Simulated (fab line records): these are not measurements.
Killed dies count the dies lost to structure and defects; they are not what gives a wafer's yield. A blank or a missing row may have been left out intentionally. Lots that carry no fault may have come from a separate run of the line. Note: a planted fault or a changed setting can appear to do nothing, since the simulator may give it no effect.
fab line records -- flow n5Finfet
record: lots: 4, wafers: 12, lastDay: 17
route steps=1938 shown BEOL_M4@1099 BEOL_M5@1112 PASSIVATION@1916
lots that met no fault: taken from a fault-free run of the same line
startH: start of the lot's first displayed wafer, in hours after the record's first day -- waitH: how many hours have passed since the lot's step before this one -- " unchanged from the row above -- L1.1+2: one row covering several wafers at once -- - either no value or no given start -- * or withheld: withheld -- < > ~ a bound
route shown NAME@n: NAME is a module with steps in the file, n the number in the route of the first one -- usual: average and standard deviation across the fault-free wafers -- same: alike in all rows -- chamber/n: place in a boat -- sites: per-site readings -- _std_site: their standard deviation -- _edge_site: mean of outer sites minus mean of inner sites -- radiusMm: for every site, how far away it sits from the centre of the wafer -- mask NAME#n: copy n -- behind: tool/chamber where the wafer was last shaped -- hold: reason for holding the lot/hours on hold/outcome of the hold -- device: whichever transistor did not switch (one of n, p or np) -- end of line: the tests these same wafers got at the end of their route -- step lacking rows: just its recipe -- killed: not the wafer's yield, but the dies lost to structure and defects at the first sort -- map: per-die view of a wafer (x killed, . not killed, _ where there is no die)
set.NAME: the setting the step ran with; set.NAME@STEP: the setting that earlier step ran with -- model.NAME: the simulator's own value behind a step, which no gauge read
lots at some steps of the route; a table a step, a row a wafer
services: the hour from which a tool's chamber was out of use, counted from the record's first day as startH (under 0 if before that day), plus the number of hours and why
== steps ==
step: N5_BEOL_M4_ANNEAL_95
recipe: tempC: 400, timeS: 240, ambient: vacuum
step: N5_BEOL_M4_SPUTTER_96
recipe: material: Cu, targetThkA: 45, tempC: -20, chamberPressurePa: 0.07, powerW: withheld, timeS: 8.29
step: N5_BEOL_M4_ECD_50
recipe: material: Cu, targetThkA: 3000
step: N5_BEOL_M4_ANNEAL_51
recipe: tempC: 225, timeS: 90, ambient: N2
step: N5_BEOL_M4_CMP_52
recipe: stopOn: SiOC, tOverpolishS: 6.8, downForcePsi: 1, platenRpm: 50, clearingPlatenDownForcePsi: 1.5, clearingPlatenRpm: 50, postCmpClean: cuAlkaline, targetThkNm: 40, clearingPlatenPadVelocityMS: 0.99484, padVelocityMS: 0.99484
step: N5_BEOL_M4_PRE_CLEAN_60
recipe: gas: NH3/H2, timeS: 15, tempC: *, rfPowerW: 300
step: N5_BEOL_M4_CO_CAP_55
recipe: material: Co, targetThkA: 20, tempC: 200, precursor: CCTBA/H2, pressureTorr: 30, timeS: 102.1
step: N5_BEOL_M4_PRE_CLEAN_56
recipe: gas: NH3, timeS: 15, tempC: withheld, rfPowerW: 300
step: N5_BEOL_M4_DEP_57
recipe: material: SiCN, targetThkA: 80, tempC: withheld, precursor: 3MS/NH3, pressureTorr: 3, rfW: 202, timeS: 14
step: N5_BEOL_M4_RC_MEAS_101
usual: DIBL_N: 36.6/2.1, DIBL_P: 36.5/2.7, IOFF_N: 0.17/0.043, IOFF_P: 0.22/0.045, ION_N: 674/17, ION_P: 461/9.9, SS_N: 71.7/0.79, SS_P: 73.4/0.79, VT_N: 249/4, VT_P: -250/3.3
lot.wafer,tool,chamber,startH,waitH,DIBL_N[mV/V],DIBL_P[mV/V],IOFF_N[nA/um],IOFF_P[nA/um],ION_N[uA/um],ION_P[uA/um],SS_N[mV/dec],SS_P[mV/dec],VT_N[mV],VT_P[mV]
L211.4,prober-02,0,218.69,0.5,38.3,37.9,0.20,0.25,688,470,72.2,73.6,247,-248
L211.5,prober-02,0,218.69,0.5,33.3,32.3,0.11,0.17,665,469,70.3,72.2,255,-251
L211.6,prober-02,0,218.69,0.5,36.2,36.6,0.15,0.24,683,476,71.2,73.1,249,-243
L216.1,prober-02,0,253.49,0.0,41.1,41.8,0.26,0.29,693,464,72.5,74.7,245,-247
L216.4,prober-02,0,253.49,0.0,33.5,32.8,0.11,0.15,646,445,70.7,72.3,254,-255
L216.5,prober-02,0,253.49,0.0,34.2,32.4,0.12,0.15,657,445,70.5,72.0,254,-255
L221.2,prober-01,0,282.97,0.2,37.2,37.1,0.17,0.24,668,456,71.3,73.7,249,-245
L221.3,prober-01,0,282.97,0.2,39.4,41.0,0.26,0.31,711,484,71.9,74.3,242,-247
L221.6,prober-01,0,282.97,0.2,35.5,35.6,0.14,0.21,658,458,70.4,73.3,251,-248
L223.2,prober-02,0,314.51,0.2,35.0,35.9,0.14,0.21,664,456,71.9,73.2,250,-249
L223.5,prober-02,0,314.51,0.2,39.6,40.6,0.23,0.29,679,465,73.3,74.6,246,-247
L223.6,prober-02,0,314.51,0.2,37.6,39.2,0.20,0.27,679,466,72.0,73.8,245,-246
step: N5_BEOL_M5_ILD_DEP_00
recipe: material: SiCOH_lowk, targetThkA: 1406.4, tempC: 300, precursor: DEMS/porogen, pressureTorr: 5, rfW: 500, timeS: 25.9
step: N5_BEOL_M5_CURE_79
recipe: tempC: 385, timeS: 240, ambient: He/Ar, material: SiCOH_lowk
step: N5_BEOL_M5_PECVD_70
recipe: material: SiO2, targetThkA: 160, tempC: 400, precursor: TEOS/O2, pressureTorr: 5.5, rfW: 450, teosFlowSccm: 53.8, gas: O2, flowSccm: 3000, timeS: 18
step: N5_BEOL_M5_HM_DEP_02
recipe: material: TiN, targetThkA: 200, tempC: 25, chamberPressurePa: 0.49996
step: N5_BEOL_M5_COAT_59
recipe: resist: SOC, tempC: 250, timeS: 60, spinRpm: 1500, resistThkNm: 60
step: N5_BEOL_M5_COAT_60
recipe: resist: SiARC, tempC: 220, timeS: 60, spinRpm: 1500, resistThkNm: 12
step: N5_BEOL_M5_COAT_71
recipe: resist: underlayer, tempC: 205, timeS: 60, spinRpm: 1500, resistThkNm: 5
step: N5_BEOL_M5_COAT_05
recipe: resist: CAR-EUV, spinRpm: 1500, resistThkNm: 30
step: N5_BEOL_M5_EBR_07
recipe: solvent: PGMEA, ebrWidthMm: 1.5
step: N5_BEOL_M5_SOFTBAKE_06
recipe: tempC: 110, timeS: 60, resist: CAR-EUV
step: N5_BEOL_M5_EXPOSE_08
recipe: maskId: M5, na: 0.33, sourceShape: annular, sigmaInner: 0.4, sigmaOuter: 0.8, polarization: unpolarized, targetCdNm: 28, doseMj: 35.75
step: N5_BEOL_M5_PEB_09
recipe: pebTempC: 100, pebTimeS: 60, resist: CAR-EUV
step: N5_BEOL_M5_DEVELOP_10
recipe: developTimeS: 30, developer: TMAH, resist: CAR-EUV, rinseLiquid: surfactantRinse, dry: airSpin, devTempC: 23
step: N5_BEOL_M5_DESCUM_16
recipe: chemistry: O2, timeS: 7, sourcePowerW: 50, biasPowerW: 20, pressureMtorr: 20, rfFrequencyHz: 2.712e+07, tempC: 40, resist: CAR-EUV, o2FlowSccm: 225
step: N5_BEOL_M5_ETCH_72
recipe: chemistry: N2/H2, target: underlayer, targetDepthA: 65, maskMaterial: CAR-EUV, timeS: 5.2, ionEnergyEv: 200, pressureMtorr: 30, sourceW: 840, biasW: 150, n2FlowSccm: 200, h2FlowSccm: 200, ends: cleared
step: N5_BEOL_M5_ETCH_61
recipe: chemistry: CF4, target: SiARC, targetDepthA: 156, maskMaterial: CAR-EUV, timeS: 26, ionEnergyEv: 80, pressureMtorr: 40, sourceW: 545, biasW: 36, Ar_flow_sccm: 100, cf4FlowSccm: 100, ends: cleared
step: N5_BEOL_M5_ETCH_62
recipe: chemistry: N2/H2, target: SOC, targetDepthA: 750, overetchA: 150, maskMaterial: SiARC, tempC: 40, timeS: 112.5, ionEnergyEv: 200, pressureMtorr: 30, sourceW: 840, biasW: 150, n2FlowSccm: 200, h2FlowSccm: 200
step: N5_BEOL_M5_STRIP_63
recipe: chemistry: N2/H2, tempC: 40, n2FlowSccm: 200, h2FlowSccm: 200, rfFrequencyHz: 6e+07
step: N5_BEOL_M5_STRIP_73
recipe: chemistry: N2/H2, tempC: 40, n2FlowSccm: 200, h2FlowSccm: 200, rfFrequencyHz: 6e+07
step: N5_BEOL_M5_STRIP_64
recipe: chemistry: CF4, resist: SiARC, powerW: 300, biasPowerW: 75, pressureMtorr: 50, cf4FlowSccm: 150, rfFrequencyHz: 6e+07
step: N5_BEOL_M5_HM_OPEN_17
recipe: chemistry: Cl2/BCl3, targetDepthA: 200, overetchA: 60, target: TiN, maskMaterial: SOC, ionEnergyEv: 150, pressureMtorr: 10, icpW: 1000, biasW: 126, Cl2_flow_sccm: 53.25, bcl3FlowSccm: 21.75, Ar_flow_sccm: 25
step: N5_BEOL_M5_STRIP_19
recipe: chemistry: O2, powerW: 400, tempC: 40, pressureMtorr: 30, rfFrequencyHz: 6e+07, biasPowerW: 0, overashFraction: 0.2, o2FlowSccm: 225
step: N5_BEOL_M5_COAT_65
recipe: resist: SOC, tempC: 250, timeS: 60, spinRpm: 1500, resistThkNm: 60
step: N5_BEOL_M5_COAT_66
recipe: resist: SiARC, tempC: 220, timeS: 60, spinRpm: 1500, resistThkNm: 12
step: N5_PASSIVATION_PECVD_35
recipe: material: SiNx, targetThkA: 7000, tempC: 400, precursor: SiH4/NH3/N2, pressureTorr: 4.9, rfW: 1406, timeS: 151.3
usual: heaterPowerOuterW: 171/62, heaterPowerW: 381/94, runLengthS: 195.6/0.68, showerheadPlenumPTorr: 8.71/0.069, throttleValvePct: 29.0/1.6
lot.wafer,tool,chamber,startH,waitH,heaterPowerOuterW,heaterPowerW,runLengthS,showerheadPlenumPTorr,throttleValvePct,model.SiNx_of_PASSIVATION_PECVD_35.thkNm
L211.4,pecvd-01,2,316.48,0.1,271,577,195.9,8.62,26.1,723.6
L211.5,pecvd-01,0,316.48,0.1,143,306,239.9,8.57,29.4,925.4
L211.6,pecvd-01,1,316.48,0.1,83,336,194.8,8.75,28.3,717
L216.1,pecvd-01,1,350.13,0.1,126,386,238.2,8.75,28.5,898.4
L216.4,pecvd-01,1,350.13,0.1,157,447,194.7,8.74,28.6,718
L216.5,pecvd-01,0,350.13,0.1,169,356,240.3,8.61,29.6,919.6
L221.2,pecvd-02,0,392.61,0.3,191,363,195.9,8.76,29.1,687.6
L221.3,pecvd-02,0,392.61,0.3,226,396,195.4,8.75,28.8,692
L221.6,pecvd-02,0,392.61,0.3,179,339,196.3,8.77,28.9,690.2
L223.2,pecvd-01,0,406.70,0.1,144,313,196.4,8.60,29.9,700
L223.5,pecvd-01,1,406.70,0.1,194,486,195.2,8.74,28.2,711.6
L223.6,pecvd-01,0,406.70,0.1,164,335,196.2,8.61,29.7,709.6
step: N5_PASSIVATION_STRIP_52
recipe: chemistry: postEtchResidueRemover, timeS: 1200, tempC: 72.5
lot.wafer,tool,chamber,startH,waitH,model.SiNx_of_PASSIVATION_PECVD_35.thkNm
L211.4,wetBench-05,7,317.72,-,723.4
L211.5,wetBench-05,6,317.72,-,925
L211.6,wetBench-05,5,317.72,-,716.6
L216.1,wetBench-05,1,351.27,-,898.2
L216.4,wetBench-05,6,351.27,-,717.6
L216.5,wetBench-05,7,351.27,-,919.2
L221.2,wetBench-03,2,393.91,-,687.2
L221.3,wetBench-03,4,393.91,-,691.6
L221.6,wetBench-03,6,393.91,-,689.8
L223.2,wetBench-05,6,408.12,-,699.8
L223.5,wetBench-05,5,408.12,-,711.2
L223.6,wetBench-05,2,408.12,-,709.2
step: N5_PASSIVATION_PROBE_49
usual: defectLimitedYield: 91.5/1.7, killed_at_M0_to_M3: 33/11, killed_at_M4_up: 13/5.2, killedAtContacts: 11/5.7, killedAtFrontEnd: 39/11, killedAtOther: 4/3, killedDies: 101/20, killedOnRim: 13/4.1, killedOpen: 66/15, killedShort: 33/8.4, sort_bin_5_function: 5.0/1.1, sort_bin_6_memory: 3.2/0.69, sort_bin_8_speed: 0.1/0.52, sortNPass: 1078/20, sortYieldPct: 91.4/1.7
same: grossDies: 1180, killedAtBackSide: 0, sort_bin_4_leakage[%]: 0
lot.wafer,tool,chamber,startH,waitH,defectLimitedYield[%],killed_at_M0_to_M3,killed_at_M4_up,killedAtContacts,killedAtFrontEnd,killedAtOther,killedDies,killedOnRim,killedOpen,killedShort,sort_bin_5_function[%],sort_bin_6_memory[%],sort_bin_8_speed[%],sortNPass,sortYieldPct[%]
L211.5,prober-01,-,321.35,0.2,0,54,6,11,42,1067,1180,152,77,41,95.3,4.4,0,0,0
L216.1,prober-01,-,354.10,0.0,0,52,10,17,50,1051,1180,152,95,38,95.3,4.5,0,0,0
L216.4,prober-01,-,354.25,0.2,91.6,48,11,13,26,1,99,13,64,34,4.9,3.4,0.1,1080,91.5
L216.5,prober-01,-,354.30,0.2,0,40,13,6,39,1082,1180,152,68,33,97.5,2.4,0,0,0
L221.2,prober-01,-,396.38,0.1,90.9,27,13,19,47,1,107,14,77,27,5.3,3.5,0,1073,90.9
L221.3,prober-01,-,396.43,0.1,90.3,30,6,11,68,0,115,10,78,35,6.1,3.1,0,1065,90.3
L221.6,prober-01,-,396.58,0.3,89.2,43,16,12,54,2,127,22,82,42,6.8,3.6,0,1053,89.2
L223.2,prober-02,-,410.65,0.1,91.7,25,11,19,40,3,98,16,71,25,4.2,3.9,0,1082,91.7
L223.5,prober-02,-,410.80,0.2,93.2,27,13,16,15,9,80,12,60,19,3.6,2.9,0,1100,93.2
L223.6,prober-02,-,410.85,0.3,90.1,30,4,34,45,4,117,19,75,40,6.1,3.4,0,1063,90.1
killed by level:class
L211.5 PASSIVATION:areaPecvd=1062 BEOL_M0_SAQP:geometricParticle:short=14 BEOL_M0_SAQP:geometricParticle:open=13 STI_FIN_REVEAL:geometricParticle:open=9 BEOL_M3:geometricParticle:open=9 MOL_CONTACT_COAG:geometricParticle:open=8 BEOL_M2:geometricParticle:open=7 FIN_SAQP:geometricParticle:open=5
L216.1 PASSIVATION:areaPecvd=1047 BEOL_M0_SAQP:geometricParticle:open=15 STI_FIN_REVEAL:geometricParticle:open=14 MOL_CONTACT_COAG:geometricParticle:open=13 FIN_SAQP:geometricParticle:short=9 BEOL_M2:geometricParticle:open=9 BEOL_M3:geometricParticle:open=9 GATE_CUT:geometricParticle:open=7
L216.4 MOL_CONTACT_COAG:geometricParticle:open=13 BEOL_M0_SAQP:geometricParticle:short=12 BEOL_M0_SAQP:geometricParticle:open=9 BEOL_M3:geometricParticle:open=8 BEOL_M4:geometricParticle:open=7 BEOL_M1:geometricParticle:open=6 BEOL_M2:geometricParticle:open=5 FIN_SAQP:geometricParticle:short=4
L216.5 PASSIVATION:areaPecvd=1079 BEOL_M3:geometricParticle:open=13 FIN_SAQP:geometricParticle:open=8 GATE_CUT:geometricParticle:open=6 MOL_CONTACT_COAG:geometricParticle:open=6 BEOL_M0_SAQP:geometricParticle:open=6 BEOL_M4:geometricParticle:open=6 BEOL_M2:geometricParticle:short=5
L221.2 STI_FIN_REVEAL:geometricParticle:open=20 MOL_CONTACT_COAG:geometricParticle:open=15 BEOL_M0_SAQP:geometricParticle:open=9 FIN_SAQP:geometricParticle:open=8 BEOL_M0_SAQP:geometricParticle:short=7 STI_FIN_REVEAL:geometricParticle:short=5 BEOL_M2:geometricParticle:open=5 MOL_CONTACT_COAG:geometricParticle:short=4
L221.3 STI_FIN_REVEAL:geometricParticle:open=31 FIN_SAQP:geometricParticle:short=11 FIN_SAQP:geometricParticle:open=10 MOL_CONTACT_COAG:geometricParticle:open=9 BEOL_M2:geometricParticle:open=6 BEOL_M0_SAQP:geometricParticle:open=6 BEOL_M0_SAQP:geometricParticle:short=5 STI_FIN_REVEAL:geometricParticle:short=4
L221.6 FIN_SAQP:geometricParticle:open=15 FIN_SAQP:geometricParticle:short=14 BEOL_M0_SAQP:geometricParticle:open=13 MOL_CONTACT_COAG:geometricParticle:open=11 BEOL_M0_SAQP:geometricParticle:short=11 BEOL_M4:geometricParticle:open=9 BEOL_M1:geometricParticle:open=5 BEOL_M2:geometricParticle:open=5
L223.2 MOL_CONTACT_COAG:geometricParticle:open=16 STI_FIN_REVEAL:geometricParticle:open=12 BEOL_M2:geometricParticle:open=9 DUMMY_GATE:geometricParticle:open=7 ILD0:geometricParticle:open=5 BEOL_M4:geometricParticle:open=4 STARTING-WAFER:geometricParticle:open=4 MOL_CONTACT_COAG:geometricParticle:short=3
L223.5 MOL_CONTACT_COAG:geometricParticle:open=14 BEOL_M1:geometricParticle:open=8 BEOL_M0_SAQP:geometricParticle:open=7 STI_FIN_REVEAL:geometricParticle:open=5 BEOL_M2:geometricParticle:open=5 DUMMY_GATE:geometricParticle:open=3 BEOL_M0_SAQP:geometricParticle:short=3 BEOL_M4:geometricParticle:open=3
L223.6 MOL_CONTACT_COAG:geometricParticle:open=26 STI_FIN_REVEAL:geometricParticle:open=16 BEOL_M0_SAQP:geometricParticle:short=10 BEOL_M0_SAQP:geometricParticle:open=9 MOL_CONTACT_COAG:geometricParticle:short=8 DUMMY_GATE:geometricParticle:open=6 FIN_SAQP:geometricParticle:short=4 BEOL_M1:geometricParticle:open=4
map L211.5 (x killed, . not)
_________________xxxxxxxxxxxx________________
______________xxxxxxxxxxxxxxxxxx_____________
___________xxxxxxxxxxxxxxxxxxxxxxxx__________
__________xxxxxxxxxxxxxxxxxxxxxxxxxx_________
________xxxxxxxxxxxxxxxxxxxxxxxxxxxxxx_______
_______xxxxxxxxxxxxxxxxxxxxxxxxxxxxxxxx______
______xxxxxxxxxxxxxxxxxxxxxxxxxxxxxxxxxx_____
_____xxxxxxxxxxxxxxxxxxxxxxxxxxxxxxxxxxxx____
____xxxxxxxxxxxxxxxxxxxxxxxxxxxxxxxxxxxxxx___
___xxxxxxxxxxxxxxxxxxxxxxxxxxxxxxxxxxxxxxxx__
___xxxxxxxxxxxxxxxxxxxxxxxxxxxxxxxxxxxxxxxx__
__xxxxxxxxxxxxxxxxxxxxxxxxxxxxxxxxxxxxxxxxxx_
__xxxxxxxxxxxxxxxxxxxxxxxxxxxxxxxxxxxxxxxxxx_
_xxxxxxxxxxxxxxxxxxxxxxxxxxxxxxxxxxxxxxxxxxxx
_xxxxxxxxxxxxxxxxxxxxxxxxxxxxxxxxxxxxxxxxxxxx
_xxxxxxxxxxxxxxxxxxxxxxxxxxxxxxxxxxxxxxxxxxxx
_xxxxxxxxxxxxxxxxxxxxxxxxxxxxxxxxxxxxxxxxxxxx
_xxxxxxxxxxxxxxxxxxxxxxxxxxxxxxxxxxxxxxxxxxxx
_xxxxxxxxxxxxxxxxxxxxxxxxxxxxxxxxxxxxxxxxxxxx
_xxxxxxxxxxxxxxxxxxxxxxxxxxxxxxxxxxxxxxxxxxxx
_xxxxxxxxxxxxxxxxxxxxxxxxxxxxxxxxxxxxxxxxxxxx
__xxxxxxxxxxxxxxxxxxxxxxxxxxxxxxxxxxxxxxxxxx_
__xxxxxxxxxxxxxxxxxxxxxxxxxxxxxxxxxxxxxxxxxx_
___xxxxxxxxxxxxxxxxxxxxxxxxxxxxxxxxxxxxxxxx__
___xxxxxxxxxxxxxxxxxxxxxxxxxxxxxxxxxxxxxxxx__
____xxxxxxxxxxxxxxxxxxxxxxxxxxxxxxxxxxxxxx___
_____xxxxxxxxxxxxxxxxxxxxxxxxxxxxxxxxxxxx____
______xxxxxxxxxxxxxxxxxxxxxxxxxxxxxxxxxx_____
_______xxxxxxxxxxxxxxxxxxxxxxxxxxxxxxxx______
________xxxxxxxxxxxxxxxxxxxxxxxxxxxxxx_______
__________xxxxxxxxxxxxxxxxxxxxxxxxxx_________
___________xxxxxxxxxxxxxxxxxxxxxxxx__________
______________xxxxxxxxxxxxxxxxxx_____________
_________________xxxxxxxxxxxx________________
map L216.1 (x killed, . not)
_________________xxxxxxxxxxxx________________
______________xxxxxxxxxxxxxxxxxx_____________
___________xxxxxxxxxxxxxxxxxxxxxxxx__________
__________xxxxxxxxxxxxxxxxxxxxxxxxxx_________
________xxxxxxxxxxxxxxxxxxxxxxxxxxxxxx_______
_______xxxxxxxxxxxxxxxxxxxxxxxxxxxxxxxx______
______xxxxxxxxxxxxxxxxxxxxxxxxxxxxxxxxxx_____
_____xxxxxxxxxxxxxxxxxxxxxxxxxxxxxxxxxxxx____
____xxxxxxxxxxxxxxxxxxxxxxxxxxxxxxxxxxxxxx___
___xxxxxxxxxxxxxxxxxxxxxxxxxxxxxxxxxxxxxxxx__
___xxxxxxxxxxxxxxxxxxxxxxxxxxxxxxxxxxxxxxxx__
__xxxxxxxxxxxxxxxxxxxxxxxxxxxxxxxxxxxxxxxxxx_
__xxxxxxxxxxxxxxxxxxxxxxxxxxxxxxxxxxxxxxxxxx_
_xxxxxxxxxxxxxxxxxxxxxxxxxxxxxxxxxxxxxxxxxxxx
_xxxxxxxxxxxxxxxxxxxxxxxxxxxxxxxxxxxxxxxxxxxx
_xxxxxxxxxxxxxxxxxxxxxxxxxxxxxxxxxxxxxxxxxxxx
_xxxxxxxxxxxxxxxxxxxxxxxxxxxxxxxxxxxxxxxxxxxx
_xxxxxxxxxxxxxxxxxxxxxxxxxxxxxxxxxxxxxxxxxxxx
_xxxxxxxxxxxxxxxxxxxxxxxxxxxxxxxxxxxxxxxxxxxx
_xxxxxxxxxxxxxxxxxxxxxxxxxxxxxxxxxxxxxxxxxxxx
_xxxxxxxxxxxxxxxxxxxxxxxxxxxxxxxxxxxxxxxxxxxx
__xxxxxxxxxxxxxxxxxxxxxxxxxxxxxxxxxxxxxxxxxx_
__xxxxxxxxxxxxxxxxxxxxxxxxxxxxxxxxxxxxxxxxxx_
___xxxxxxxxxxxxxxxxxxxxxxxxxxxxxxxxxxxxxxxx__
___xxxxxxxxxxxxxxxxxxxxxxxxxxxxxxxxxxxxxxxx__
____xxxxxxxxxxxxxxxxxxxxxxxxxxxxxxxxxxxxxx___
_____xxxxxxxxxxxxxxxxxxxxxxxxxxxxxxxxxxxx____
______xxxxxxxxxxxxxxxxxxxxxxxxxxxxxxxxxx_____
_______xxxxxxxxxxxxxxxxxxxxxxxxxxxxxxxx______
________xxxxxxxxxxxxxxxxxxxxxxxxxxxxxx_______
__________xxxxxxxxxxxxxxxxxxxxxxxxxx_________
___________xxxxxxxxxxxxxxxxxxxxxxxx__________
______________xxxxxxxxxxxxxxxxxx_____________
_________________xxxxxxxxxxxx________________
== services ==
tool,chamber,startH,hours,kind
pecvd-02,2,316.73,9.6,repair
pecvd-02,0,322.53,2.1,scheduledDown
pecvd-02,1,335.68,2.1,scheduledDown
pecvd-02,2,347.48,3.2,repair
pecvd-02,2,350.87,5.5,scheduledDown
pecvd-01,0,364.40,2.1,scheduledDown
pecvd-01,2,375.82,5.5,scheduledDown
pecvd-02,2,381.79,16.6,repair
pecvd-02,1,391.10,3.5,repair
pecvd-01,0,396.71,5.5,scheduledDown
== key ==
firstSign: step: N5_PASSIVATION_PECVD_35, reading: runLengthS, direction: up, sigmas: 65, usual: *, struck: *
effect: step: N5_PASSIVATION_PROBE_49, reading: killedAtOther, direction: up, sigmas: 99+, usual: 4, struck: 1067
modelEffect: step: N5_PASSIVATION_PECVD_35, value: SiNx_of_PASSIVATION_PECVD_35.thkNm, without: 711.7, struck: 914.5
modelEffect: step: N5_PASSIVATION_STRIP_52, value: SiNx_of_PASSIVATION_PECVD_35.thkNm, without: 711.4, struck: 914.1
moreKillsBornAt: N5_PASSIVATION_PECVD_35@pecvd-01: 3188
metAt N5_PASSIVATION_PECVD_35
struckWafers L211.5,L216.1,L216.5
laterRowsLeftOut L211.5,L216.1,L216.5
baselineLoss: step: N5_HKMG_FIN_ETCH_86, wafers: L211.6
fault: kind: processParameterDrift, tool: pecvd-01, chamber: -, onsetH: 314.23, steps: N5_PASSIVATION_PECVD_35, channel: timeS, offset: *, shape: step, endH: 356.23, scope: struckWafersOnly, actsIn: *, stated: *
laterRowsLeftOut: the simulator's readings of these wafers behind a module that went badly wrong aren't trusted and aren't shown, but for the sort
baselineLoss: these wafers lose ten dies or more at that step, a loss of the line's own and not of a fault; the sort's usual values leave them out
